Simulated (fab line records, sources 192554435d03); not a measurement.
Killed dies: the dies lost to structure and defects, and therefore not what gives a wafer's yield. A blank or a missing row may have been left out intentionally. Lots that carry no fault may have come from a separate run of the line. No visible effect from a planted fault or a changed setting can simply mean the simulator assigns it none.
Matching of chambers :: flow n5-finfet :: cmp-03 running N5_GATE_CUT_CMP_43: 4 sister chambers
The step polishes SiO2. 4 wafers are shown with their chamber, then 7 later ones without.

== EACH WAFER AND ITS CHAMBER ==
wafer: L079.3
chamber: 3
motor-current-A (A): 11.4

wafer: L079.4
chamber: 2
motor-current-A (A): 12.8

wafer: L088.2
chamber: 1
motor-current-A (A): 11.9

wafer: L088.3
chamber: 0
motor-current-A (A): 10.3

== WAFERS WITHOUT THEIR CHAMBER ==
wafer: L088.5
motor-current-A (A): 12.7

wafer: L092.3
motor-current-A (A): 11.0

wafer: L092.4
motor-current-A (A): 12.2

wafer: L092.6
motor-current-A (A): 12.1

wafer: L094.1
motor-current-A (A): 11.4

wafer: L094.2
motor-current-A (A): 11.7

wafer: L094.5
motor-current-A (A): 10.5

== WHICH CHAMBER EACH ONE RAN IN ==
wafer: L088.5
from the rows above: 2
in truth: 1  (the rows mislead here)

wafer: L092.3
from the rows above: can't be placed: 3 or 0
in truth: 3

wafer: L092.4
from the rows above: can't be placed: 1 or 2
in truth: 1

wafer: L092.6
from the rows above: 1
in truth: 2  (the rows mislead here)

wafer: L094.1
from the rows above: 3
in truth: 3

wafer: L094.2
from the rows above: can't be placed: 1 or 3
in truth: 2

wafer: L094.5
from the rows above: 0
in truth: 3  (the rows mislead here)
Correct placement for 1 of the 7. Not placeable from these rows: 3 (in 2, the candidates include the true chamber). Number placed wrongly: 3.
How it was worked out, from the rows above alone: a wafer's distance from a chamber is the root of the sum, over the readings, of the square of ((its reading less the chamber's mean) divided by the reading's scatter). The wafer belongs to the nearest chamber; if the next one is less than 2 further off, it can't be placed. Each chamber's mean is taken over the wafers shown for it. The scatter: root of mean squared gap, hidden wafer to nearest shown wafer, with one shown wafer a chamber.
